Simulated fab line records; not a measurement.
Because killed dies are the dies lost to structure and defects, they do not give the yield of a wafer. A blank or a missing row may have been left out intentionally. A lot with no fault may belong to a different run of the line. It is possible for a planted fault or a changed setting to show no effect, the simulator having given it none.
Matching of chambers    flow nandHarc    cmp-03 running NHARC_A_M0_CMP_23: 4 sister chambers
The step polishes, t overpolish 20 s, target thk 113.75 nm. 20 wafers are shown with their chamber, then 10 later ones without.

## WAFERS, EACH WITH ITS CHAMBER
wafer   chamber  motorCurrentA (A)  timeToEndpointS (s)  retainingRingPressureFrac
L080.1  2        12.0               29.1                 0.994
L080.4  0        13.1               28.9                 0.997
L080.5  1        13.9               31.9                 1.002
L081.1  1        14.2               27.2                 0.999
L081.4  0        12.6               27.3                 1.001
L081.6  3        10.8               25.1                 1.001
L084.3  3        10.9               31.6                 1.004
L084.4  1        14.0               28.6                 0.997
L084.5  0        13.3               27.0                 1.011
L083.2  1        13.8               28.3                 0.997
L083.4  2        12.4               27.3                 1.007
L083.6  3        11.3               27.2                 0.999
L086.2  2        12.6               27.6                 0.989
L086.3  0        13.3               26.2                 1.001
L086.4  1        13.4               29.3                 1.003
L087.2  3        11.1               28.9                 1.003
L087.3  2        12.4               26.0                 0.990
L087.4  0        12.6               24.1                 1.003
L089.4  2        13.0               24.3                 1.005
L089.5  3        11.0               25.6                 1.000

SIGNATURES, as means of the wafers listed above
reading                    chamber 0  chamber 1  chamber 2  chamber 3  scatter within a chamber
motorCurrentA              12.980     13.860     12.480     11.020     0.31
timeToEndpointS            26.700     29.060     26.860     27.680     2.03
retainingRingPressureFrac  1.00260    0.99960    0.99700    1.00140    0.00525
Rule: for a wafer and a chamber, the distance is found by dividing, reading by reading, the gap between the wafer's reading and the chamber's mean by the reading's scatter, squaring, summing and taking the root. The wafer belongs to the nearest chamber; if the next one is less than 2 further off, it can't be placed. The scatter: take each reading less its chamber's mean, square it, sum over the shown wafers, divide by the number of wafers less the number of chambers, and take the root.

## WAFERS WHOSE CHAMBER IS MISSING
wafer   motorCurrentA (A)  timeToEndpointS (s)  retainingRingPressureFrac
L089.6  12.5               24.5                 1.003
L092.3  11.8               28.1                 1.004
L092.4  13.2               24.9                 1.005
L092.5  13.9               27.5                 1.001
L093.1  12.5               29.2                 1.000
L093.2  14.1               28.4                 0.995
L093.3  12.6               26.2                 1.004
L095.3  13.5               30.3                 1.004
L095.5  12.5               25.4                 1.005
L095.6  14.6               29.5                 1.003

## CHAMBER TAKEN BY EACH
wafer   from the rows above           in truth
L089.6  can't be placed: 2 or 0       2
L092.3  can't be placed: 3 or 2 or 0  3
L092.4  can't be placed: 0 or 2 or 1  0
L092.5  1                             1
L093.1  can't be placed: 2 or 0       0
L093.2  1                             1
L093.3  can't be placed: 0 or 2       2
L095.3  can't be placed: 1 or 0       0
L095.5  can't be placed: 2 or 0       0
L095.6  1                             1
Correctly placed: 3 of 10. Not placeable from these rows: 7 (in 7, the candidates include the true chamber). Number placed wrongly: 0.
